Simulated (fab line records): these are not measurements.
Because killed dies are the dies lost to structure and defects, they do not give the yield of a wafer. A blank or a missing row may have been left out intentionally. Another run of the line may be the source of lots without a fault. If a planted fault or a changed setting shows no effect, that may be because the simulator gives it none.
What tool caused it? + flow n5_finfet + at 1 step of a route of 1938, 7 lots with 21 wafers sampled

WHAT THE GAUGES READ, wafer by wafer
N5_START_INSPECT_01: inspects for defects (unpatterned scan).
| lot  | measured    | on                | raw_defect_count |
|------|-------------|-------------------|------------------|
| L263 | day 1 18:02 | defect_inspect-01 | 6 6 4            |
| L265 | day 2 06:02 | defect_inspect-02 | 8 10 5           |
| L270 | day 3 12:02 | defect_inspect-01 | 6 8 2            |
| L272 | day 4 00:02 | defect_inspect-02 | 9 6 3            |
| L278 | day 5 12:02 | defect_inspect-01 | 6 9 5            |
| L280 | day 6 00:02 | defect_inspect-01 | 3 4 7            |
| L282 | day 6 12:02 | defect_inspect-02 | 7 5 3            |

WHICH TOOL RAN EACH LOT (tool, then ch and the chambers of the sampled wafers, then the start)
There is no process step in the record ahead of these readings.

THE ANSWER, worked out from the rows above alone
Rule: the lots themselves supply what counts as usual. Put in order of their means at a reading, lots are off if they are a third of the lots or fewer, leave a main group of 4 or more, and stand apart from it by a gap of 3 or more times the standard deviation of the main group's means; of several such gaps the widest counts. The tables above print the reading to a certain number of digits; a main group whose means all agree to those digits is not used. Also off: a lot with no number at a reading for which 4 or more lots have one. Where the step has rows for the other lots, those lots are counted as sound.
Nothing can be told from this: no lot is off at any reading shown.

WHAT THE SIMULATOR HAD PUT IN
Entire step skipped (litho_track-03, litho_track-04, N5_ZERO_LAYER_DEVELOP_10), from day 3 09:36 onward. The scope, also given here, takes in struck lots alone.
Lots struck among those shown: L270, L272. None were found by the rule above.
